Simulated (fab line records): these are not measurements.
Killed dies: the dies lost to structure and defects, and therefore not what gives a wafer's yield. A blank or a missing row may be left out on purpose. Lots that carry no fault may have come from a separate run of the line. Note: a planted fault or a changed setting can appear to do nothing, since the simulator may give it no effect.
Lot-split experiment ; flow n5-finfet ; 7 lots, 21 wafers read, on a route of 1938 steps

== THE SPLIT ==
At N5_BEOL_M15_EXPOSE_07 (exposes mask V14), the setting dose-mj was moved away from the recipe's 41.25 on 9 of the 21 wafers read, by -6.6% to +5.9%. All remaining wafers had this setting at the recipe value.

== FROM THE SPLIT TO THE READING: what the file shows between them, 11 steps ==
- N5_BEOL_M15_PEB_08: peb time 90 s
- N5_BEOL_M15_DEVELOP_09: develop time 45 s
- N5_BEOL_M15_HARDBAKE_14: time 120 s
- N5_BEOL_M15_CD_MEAS_10: target cd 360 nm
- N5_BEOL_M15_DESCUM_15: chemistry O2, time 7.9 s
- N5_BEOL_M15_ETCH_59: etches BARC in N2/H2, target depth 89 nm, overetch 26.7 nm, time 67.9 s
- N5_BEOL_M15_VIA_ETCH_16: etches SiO2 in C4F8/O2/Ar, target depth 1792.2 nm
- N5_BEOL_M15_STRIP_63: strips in O2
- N5_BEOL_M15_STRIP_64: strips in O2
- N5_BEOL_M15_STRIP_65: strips in post etch residue remover, time 60 s
- N5_BEOL_M15_SRD_66: time 30 s, dry time 30 s

== THE READING ==
cd-nm at N5_BEOL_M15_CD_MEAS_17, given in nm (cd target 360 nm). A value of 361.9 nm with a standard deviation of 2.3 nm is what fault-free wafers of this fab line usually give.

wafer;tool, chamber at the split;dose-mj as run;against the recipe;cd-nm, nm;against lot-mates on the recipe
L076.1;krf-scanner-02, 0;41.25;recipe;362.7;-
L076.3;krf-scanner-02, 0;41.25;recipe;359.5;-
L076.5;krf-scanner-02, 0;41.25;recipe;362.1;-
L078.3;krf-scanner-01, 0;41.25;recipe;363.6;-
L078.4;krf-scanner-01, 0;43.7;+5.9%;368.6;+5.5
L078.6;krf-scanner-01, 0;41.25;recipe;362.7;-
L077.2;krf-scanner-02, 0;43.02;+4.3%;368.9;+6.5
L077.3;krf-scanner-02, 0;41.25;recipe;362.4;-
L077.6;krf-scanner-02, 0;43.02;+4.3%;371.3;+8.9
L080.3;krf-scanner-01, 0;41.25;recipe;366.5;-
L080.4;krf-scanner-01, 0;41.25;recipe;362.9;-
L080.5;krf-scanner-01, 0;41.25;recipe;363.7;-
L083.3;krf-scanner-02, 0;41.25;recipe;362.4;-
L083.5;krf-scanner-02, 0;41.25;recipe;364.3;-
L083.6;krf-scanner-02, 0;38.53;-6.6%;353.1;-10.2
L086.1;krf-scanner-02, 0;41.25;recipe;365.3;-
L086.3;krf-scanner-02, 0;42.09;+2.0%;369.3;+4.0
L086.5;krf-scanner-02, 0;42.09;+2.0%;365.3;+0.0
L091.1;krf-scanner-01, 0;38.92;-5.6%;354.5;no lot-mate on the recipe
L091.3;krf-scanner-01, 0;38.92;-5.6%;353.0;no lot-mate on the recipe
L091.4;krf-scanner-01, 0;38.92;-5.6%;355.4;no lot-mate on the recipe

THE FIT
A straight line over all 21 wafers: cd-nm changes by +1.48 nm for each +1% of dose-mj; r = +0.94; the points scatter about the line by 1.8 nm.
The same after taking each lot's own level away (the mean of its wafers on the recipe; 18 wafers): +1.42 nm for each +1%; r = +0.92; scatter 1.6 nm.
Per that fit: largest dose-mj move, reading shift of 9.4 nm.
Measured against the standard deviation above, the lots' own levels, which go from 361.43 to 365.30 nm, span 1.7 times it.
So the lot-to-lot level changes the slope little: the two slopes agree.
Check: with one of the wafers moved furthest among these (-6.6%) left out of the fit, the line predicts -8.7 nm for it against its lot-mates. It came out at -10.2 nm against them.

== ADDITIONAL SPLITS CARRIED BY THESE WAFERS ==
Other splits were also applied to these wafers ahead of the reading. Each is held against what the fit with the lots' levels taken away leaves over:
other split on the same wafers;wafers away from the commonest value;r with cd-nm (lot level and that fit taken away)
N5_BEOL_M14_PEB_08 peb-temp-c;8;+0.34
N5_BEOL_M14_ETCH_59 time-s;9;+0.27
N5_BEOL_M15_ILD_DEP_00 time-s;6;+0.63

== THE WHOLE CHAIN: every reading that the file lists as answering this split, in the file's order ==
step;what it does;reading;change (the file's fit);r (the file's)
N5_BEOL_M15_CD_MEAS_10;target cd 360 nm;cd-nm;+1.49 nm for each +1% of the setting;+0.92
N5_BEOL_M15_CD_MEAS_17;target cd 360 nm;cd-nm;+1.35 nm for each +1% of the setting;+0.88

== THE FILE'S OWN FIT ==
cd-nm changes by +1.35 nm for each +1% of dose-mj, r = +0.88.
